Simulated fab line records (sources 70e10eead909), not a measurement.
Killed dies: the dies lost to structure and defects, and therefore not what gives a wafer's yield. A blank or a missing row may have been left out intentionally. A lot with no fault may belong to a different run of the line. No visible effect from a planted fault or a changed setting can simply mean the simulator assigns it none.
Matching of chambers + flow nand harc + NHARC_A_WL_FILL_STRIP_29 on rie diel-06: 4 sister chambers
The step strips in O2, time 20 s. 22 wafers are shown with their chamber, then 11 later ones without.

## EACH WAFER AND ITS CHAMBER
| wafer  | chamber | showerhead plenum p Torr (Torr) | drypump motor current A (A) | rf vpp V (V) |
|--------|---------|---------------------------------|-----------------------------|--------------|
| L074.1 | 2       | 3.62                            | 5.3                         | 56.8         |
| L074.5 | 2       | 3.62                            | 5.3                         | 58.0         |
| L074.6 | 1       | 3.48                            | 6.3                         | 58.9         |
| L075.1 | 2       | 3.62                            | 5.3                         | 57.5         |
| L075.3 | 0       | 3.63                            | 5.8                         | 58.5         |
| L075.6 | 1       | 3.48                            | 6.3                         | 58.1         |
| L078.1 | 2       | 3.62                            | 5.4                         | 57.4         |
| L078.5 | 0       | 3.64                            | 5.8                         | 58.8         |
| L078.6 | 3       | 3.75                            | 6.0                         | 57.1         |
| L079.1 | 0       | 3.63                            | 5.8                         | 58.8         |
| L079.2 | 1       | 3.48                            | 6.3                         | 58.8         |
| L079.6 | 3       | 3.75                            | 6.0                         | 57.7         |
| L087.1 | 1       | 3.48                            | 6.3                         | 57.9         |
| L087.4 | 0       | 3.63                            | 5.8                         | 59.5         |
| L087.6 | 1       | 3.48                            | 6.2                         | 56.3         |
| L085.1 | 2       | 3.62                            | 5.4                         | 58.4         |
| L085.2 | 1       | 3.48                            | 6.2                         | 57.1         |
| L085.3 | 0       | 3.63                            | 5.8                         | 57.6         |
| L088.2 | 1       | 3.48                            | 6.3                         | 57.5         |
| L088.3 | 0       | 3.63                            | 5.8                         | 58.9         |
| L088.6 | 0       | 3.63                            | 5.8                         | 58.8         |
| L090.1 | 2       | 3.62                            | 5.3                         | 58.9         |

SIGNATURES (means of the wafers above)
| reading                  | chamber 0 | chamber 1 | chamber 2 | chamber 3 | scatter within a chamber |
|--------------------------|-----------|-----------|-----------|-----------|--------------------------|
| showerhead plenum p Torr | 3.6314    | 3.4800    | 3.6200    | 3.7500    | 0.00218                  |
| drypump motor current A  | 5.800     | 6.271     | 5.333     | 6.000     | 0.0392                   |
| rf vpp V                 | 58.700    | 57.800    | 57.833    | 57.400    | 0.75                     |
Rule: for a wafer and a chamber, the distance is found by dividing, reading by reading, the gap between the wafer's reading and the chamber's mean by the reading's scatter, squaring, summing and taking the root. The wafer belongs to the nearest chamber; if the next one is less than 2 further off, it can't be placed. The scatter is the square root of a quotient: the sum, over the shown wafers, of each reading's squared deviation from its chamber's mean, divided by wafers minus chambers.

## WAFERS WHOSE CHAMBER IS MISSING
| wafer  | showerhead plenum p Torr (Torr) | drypump motor current A (A) | rf vpp V (V) |
|--------|---------------------------------|-----------------------------|--------------|
| L090.3 | 3.48                            | 6.2                         | 57.7         |
| L090.6 | 3.63                            | 5.8                         | 58.3         |
| L093.2 | 3.62                            | 5.4                         | 58.5         |
| L093.3 | 3.48                            | 6.3                         | 55.0         |
| L093.4 | 3.75                            | 6.0                         | 59.4         |
| L093.1 | 3.63                            | 5.8                         | 60.0         |
| L093.5 | 3.62                            | 5.3                         | 59.2         |
| L093.6 | 3.75                            | 6.0                         | 58.1         |
| L094.1 | 3.62                            | 5.3                         | 56.6         |
| L094.2 | 3.48                            | 6.3                         | 58.2         |
| L094.5 | 3.75                            | 6.0                         | 58.4         |

## EACH ONE'S CHAMBER
| wafer  | from the rows above | in truth |
|--------|---------------------|----------|
| L090.3 | 1                   | 1        |
| L090.6 | 0                   | 0        |
| L093.2 | 2                   | 2        |
| L093.3 | 1                   | 1        |
| L093.4 | 3                   | 3        |
| L093.1 | 0                   | 0        |
| L093.5 | 2                   | 2        |
| L093.6 | 3                   | 3        |
| L094.1 | 2                   | 2        |
| L094.2 | 1                   | 1        |
| L094.5 | 3                   | 3        |
Correctly placed: 11 of 11. Can't be placed from these rows: 0. Placed wrongly: 0.
